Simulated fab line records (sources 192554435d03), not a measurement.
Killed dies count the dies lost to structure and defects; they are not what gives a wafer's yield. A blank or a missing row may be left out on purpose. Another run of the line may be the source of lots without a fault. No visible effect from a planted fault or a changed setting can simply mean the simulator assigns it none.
Split-lot study ; flow n5 finfet ; 7 lots, 39 wafers read, on a route of 1938 steps

THE SPLIT ITSELF
At N5_BEOL_M13_ETCH_68 (etches SOC in N2/H2, time 355 s), the setting time s was moved away from the recipe's 355 s on 18 of the 39 wafers read, by -46.7% to +44.9%. The other wafers ran this setting at the recipe's value.

The reading comes from the split's own step.

THE READING
SiARC_of_BEOL_M13_COAT_66.thk nm (the simulator's own value, which no gauge read), in nm, at N5_BEOL_M13_ETCH_68 (etches SOC in N2/H2, time 355 s). No usual value for it is given in the file. Across the 21 wafers here that went through the recipe, the average is 77.3 nm and the standard deviation 0.94 nm.

wafer;tool, chamber at the split;time s as run, s;against the recipe;SiARC_of_BEOL_M13_COAT_66.thk nm, nm;against lot-mates on the recipe
L076.1;rie diel-01, 3,2;282.3;-20.5%;84.6;+6.3
L076.3;rie diel-01, 3,2;282.3;-20.5%;84.6;+6.3
L076.2;rie diel-01, 0;282.3;-20.5%;85.6;+7.3
L076.4;rie diel-01, 1;355;recipe;78.4;-
L076.5;rie diel-01, 3;355;recipe;77.8;-
L076.6;rie diel-01, 2;355;recipe;78.6;-
L077.1;rie diel-03, 0;355;recipe;77.2;-
L077.2;rie diel-03, 1;189.3;-46.7%;91.2;+13.8
L077.3;rie diel-03, 3;355;recipe;77.6;-
L077.4;rie diel-03, 2;189.3;-46.7%;91.6;+14.2
L077.5;rie diel-03, 0;355;recipe;77.4;-
L077.6;rie diel-03, 3;189.3;-46.7%;92.6;+15.2
L080.1;rie diel-03, 1;355;recipe;76;-
L080.2;rie diel-03, 3,0;287.3;-19.1%;83.6;+7.6
L080.5;rie diel-03, 3,0;287.3;-19.1%;83.6;+7.6
L080.3;rie diel-03, 0;287.3;-19.1%;83.8;+7.8
L080.4;rie diel-03, 2;355;recipe;76.2;-
L080.6;rie diel-03, 1;355;recipe;75.8;-
L084.1;rie diel-03, 0;474.7;+33.7%;66.8;-10.0
L084.2;rie diel-03, 1;355;recipe;76;-
L084.3;rie diel-03, 3;355;recipe;78;-
L084.4;rie diel-03, 0;474.7;+33.7%;66.2;-10.6
L084.5;rie diel-03, 3;474.7;+33.7%;67;-9.8
L084.6;rie diel-03, 1;355;recipe;76.4;-
L086.1;rie diel-01, 3;355;recipe;78;-
L086.2;rie diel-01, 2;355;recipe;77.8;-
L086.3;rie diel-01, 0;355;recipe;78.2;-
L093.1;rie diel-03, 1;215.2;-39.4%;90;+12.4
L093.2;rie diel-03, 3;355;recipe;78.4;-
L093.3;rie diel-03, 2;215.2;-39.4%;89.6;+12.0
L093.4;rie diel-03, 1;355;recipe;76.6;-
L093.5;rie diel-03, 3;355;recipe;77.8;-
L093.6;rie diel-03, 2;215.2;-39.4%;90.2;+12.6
L095.1;rie diel-03, 0;514.5;+44.9%;61.4;-15.7
L095.2;rie diel-03, 3;355;recipe;78.2;-
L095.3;rie diel-03, 1;514.5;+44.9%;61;-16.1
L095.4;rie diel-03, 2;514.5;+44.9%;60.4;-16.7
L095.5;rie diel-03, 3;355;recipe;77.4;-
L095.6;rie diel-03, 2;355;recipe;75.6;-
When a row names more than one chamber, that row covers several wafers, and the file does not tell which wafer ran in which chamber.

FIT RESULTS
A straight line over all 39 wafers: SiARC_of_BEOL_M13_COAT_66.thk nm changes by -0.333 nm for each +1% of time s; r = -0.99; the points scatter about the line by 0.96 nm.
The same after taking each lot's own level away (the mean of its wafers on the recipe; 39 wafers): -0.327 nm for each +1%; r = -0.99; scatter 0.88 nm.
On that fit, the largest move of time s shifts the reading by 15 nm.
From 76.00 to 78.27 nm: that is the span of the lots' own levels, equal to 2.4 times the standard deviation above.
So the lot-to-lot level changes the slope little: the two slopes agree.
Check: for one of the wafers moved furthest among these (-46.7%), held out of the fit, the line's prediction against its lot-mates is +15.4 nm. Against them it came out at +13.8 nm.

THE FILE'S OWN FIT
SiARC_of_BEOL_M13_COAT_66.thk nm changes by -0.327 nm for each +1% of time s, r = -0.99.
